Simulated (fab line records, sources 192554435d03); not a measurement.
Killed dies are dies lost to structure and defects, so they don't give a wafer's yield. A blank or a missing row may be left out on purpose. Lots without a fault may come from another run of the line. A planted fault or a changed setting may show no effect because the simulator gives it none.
Chamber matching | flow n5_finfet | N5_BEOL_M0_SAQP_ETCH_84 on rie_diel-05: 4 sister chambers
The step etches SOC in N2/H2, target depth 100 nm, overetch 20 nm, time 150 s. 14 wafers are shown with their chamber, then 7 later ones without.

WAFERS WITH THEIR CHAMBER
wafer  | chamber | showerhead_plenum_p_Torr (Torr) | drypump_motor_current_A (A) | throttle_valve_pct (%)
L074.1 | 2       | 2.54                            | 6.6                         | 17.76
L074.3 | 3       | 2.65                            | 5.9                         | 18.08
L074.4 | 0       | 2.46                            | 6.6                         | 17.59
L075.1 | 1       | 2.61                            | 5.3                         | 17.89
L075.4 | 3       | 2.65                            | 5.9                         | 18.11
L075.6 | 3       | 2.65                            | 5.8                         | 18.08
L078.1 | 3       | 2.65                            | 5.8                         | 18.10
L078.2 | 0       | 2.46                            | 6.6                         | 17.60
L078.3 | 2       | 2.53                            | 6.6                         | 17.78
L080.1 | 1       | 2.61                            | 5.3                         | 17.90
L080.4 | 3       | 2.65                            | 5.9                         | 18.10
L080.5 | 2       | 2.53                            | 6.6                         | 17.78
L085.2 | 3       | 2.65                            | 5.8                         | 18.10
L085.4 | 2       | 2.53                            | 6.6                         | 17.81

SIGNATURES (means of the wafers above)
reading                  | chamber 0 | chamber 1 | chamber 2 | chamber 3 | scatter within a chamber
showerhead_plenum_p_Torr | 2.4600    | 2.6100    | 2.5325    | 2.6500    | 0.00274
drypump_motor_current_A  | 6.600     | 5.300     | 6.600     | 5.850     | 0.0387
throttle_valve_pct       | 17.5950   | 17.8950   | 17.7825   | 18.0950   | 0.0146
Rule: a wafer's distance from a chamber is the root of the sum, over the readings, of the square of ((its reading less the chamber's mean) divided by the reading's scatter). The wafer belongs to the nearest chamber; if the next one is less than 2 further off, it can't be placed. The scatter: the root of (the sum of the squares of (reading less its chamber's mean) over the shown wafers, divided by (wafers less chambers)).

WAFERS WITHOUT THEIR CHAMBER
wafer  | showerhead_plenum_p_Torr (Torr) | drypump_motor_current_A (A) | throttle_valve_pct (%)
L085.6 | 2.45                            | 6.6                         | 17.62
L086.3 | 2.60                            | 5.3                         | 17.93
L086.4 | 2.53                            | 6.6                         | 17.81
L086.6 | 2.65                            | 5.9                         | 18.12
L088.2 | 2.45                            | 6.6                         | 17.65
L088.4 | 2.53                            | 6.7                         | 17.80
L088.6 | 2.53                            | 6.6                         | 17.82

WHICH CHAMBER EACH WENT THROUGH
wafer  | from the rows above | in truth
L085.6 | 0                   | 0
L086.3 | 1                   | 1
L086.4 | 2                   | 2
L086.6 | 3                   | 3
L088.2 | 0                   | 0
L088.4 | 2                   | 2
L088.6 | 2                   | 2
Placed correctly: 7 of 7. Can't be placed from these rows: 0. Placed wrongly: 0.
